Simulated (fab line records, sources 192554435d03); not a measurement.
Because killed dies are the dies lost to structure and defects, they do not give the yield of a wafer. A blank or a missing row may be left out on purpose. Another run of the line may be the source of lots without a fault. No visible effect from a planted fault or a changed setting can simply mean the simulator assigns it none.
Comparing a struck lot with a sound one    flow n5Finfet    21 out of 1938 route steps
Sound: the wafers L665.2, L665.5, L665.6. Wafers L678.1, L678.2, L678.4 were the ones struck. Last of all comes the cause.
Order at every step that has rows: each side's tool, ch and its chambers, its first start. Under that, the readings that differ: sound wafers    struck wafers    difference of the means    sigmas: that difference in standard deviations of wafers without a fault.
alike: readings with means less than 2 such deviations apart, plus words and numbers identical on both sides. not compared: withheld readings, readings lacking a value on some wafer, bounds such as >300 that could conceal the same value, and numbers that have no deviation in the record and whose values overlap.
The two part at a step that has a row with sigmas, a row that says differs or no value, or rows on one side only. Numbers that don't overlap but have no deviation are shown without sigmas and don't part them. Lack of a reading on every wafer of one side parts them only where that side has two or more wafers.

first, 9 steps without rows for these wafers: N5_BEOL_M9_ILD_DEP_00 (deposits SiCOH lowk from DEMS/porogen, target thk 308.51 nm, time 58 s); N5_BEOL_M9_CURE_71 (cures SiCOH lowk, time 240 s); N5_BEOL_M9_PECVD_70 (deposits SiO2 from TEOS/O2, target thk 20 nm, time 22.7 s); N5_BEOL_M9_HM_DEP_02 (deposits TiN, target thk 20 nm); N5_BEOL_M9_COAT_59 (time 60 s, resist thk 100 nm); N5_BEOL_M9_COAT_60 (time 60 s, resist thk 30 nm); N5_BEOL_M9_COAT_05 (resist thk 90 nm); N5_BEOL_M9_EBR_07; N5_BEOL_M9_SOFTBAKE_06 (time 60 s).
N5_BEOL_M9_EXPOSE_08: exposes mask M9.
  sound on arfiScanner-01 ch 0, day 11 04:44; struck on arfiScanner-01 ch 0, day 14 11:58
reading            sound              struck             difference  sigmas
exposureDoseMJCm2  53.65 53.77 53.65  51.47 51.49 51.54  -2.19       -43
  alike: mask
then, 2 steps without rows for these wafers: N5_BEOL_M9_PEB_09 (peb time 60 s); N5_BEOL_M9_DEVELOP_10 (develop time 30 s).
N5_BEOL_M9_CD_MEAS_11: the cd target is 64.1 nm.
  sound on cdSem-01 ch 0, day 11 04:52; struck on cdSem-03 ch 0, day 14 12:05
reading    sound           struck          difference  sigmas
cdNm (nm)  63.5 63.3 63.7  62.7 62.5 61.8  -1.2        -2
then, 1 step without rows for these wafers: N5_BEOL_M9_DESCUM_16 (chemistry O2, time 7.9 s).
N5_BEOL_M9_ETCH_61: etches SiARC in CF4, target depth 39 nm, time 65 s.
  sound on rieDiel-04 ch 2,3, day 11 04:59; struck on rieDiel-04 ch 0,2,3, day 14 12:25
reading                        sound         struck          difference  sigmas
model.BEOL_M9.cdOffsetNm (nm)  -0.8 -1 -0.6  -1.6 -1.8 -2.4  -1.1        
  alike: drypumpMotorCurrentA, etchRfOnTimeS, oesProductAu, rfVppV, showerheadPlenumPTorr, throttleValvePct
  not compared: rfHoursCounterH
then, 3 steps without rows for these wafers: N5_BEOL_M9_ETCH_62 (etches SOC in N2/H2, target depth 110 nm, overetch 22 nm, time 165 s); N5_BEOL_M9_STRIP_68 (strips in N2/H2); N5_BEOL_M9_STRIP_67 (strips in CF4).
N5_BEOL_M9_HM_OPEN_17: chemistry Cl2/BCl3, target TiN, target depth 20 nm, overetch 6 nm.
  sound on rieMetal-03 ch 0,1, day 11 05:14; struck on rieMetal-01 ch 0,1, day 14 12:39
reading                        sound         struck        difference  sigmas
model.BEOL_M9.cdOffsetNm (nm)  -0.8 -1 -0.6  -1.4 -2 -2.6  -1.2        
  alike: drypumpMotorCurrentA, oesProductAu, throttleValvePct
  not compared: rfHoursCounterH
then, 1 step without rows for these wafers: N5_BEOL_M9_STRIP_19 (strips in O2).
-- a jump in the record: the struck wafers' starts before and after are 3 days apart (it breaks off in module BEOL_M9 and resumes in module PASSIVATION, where the first step shown is number 1936 of the route) --
N5_PASSIVATION_PROBE_49:
  only the struck wafers here have rows in the record (prober-01, day 17 11:10); the sound ones have none

== WHERE THEY PART ==
Last at N5_PASSIVATION_PROBE_49 as far as this record goes, first at N5_BEOL_M9_EXPOSE_08.

WHY: what the simulator had put in
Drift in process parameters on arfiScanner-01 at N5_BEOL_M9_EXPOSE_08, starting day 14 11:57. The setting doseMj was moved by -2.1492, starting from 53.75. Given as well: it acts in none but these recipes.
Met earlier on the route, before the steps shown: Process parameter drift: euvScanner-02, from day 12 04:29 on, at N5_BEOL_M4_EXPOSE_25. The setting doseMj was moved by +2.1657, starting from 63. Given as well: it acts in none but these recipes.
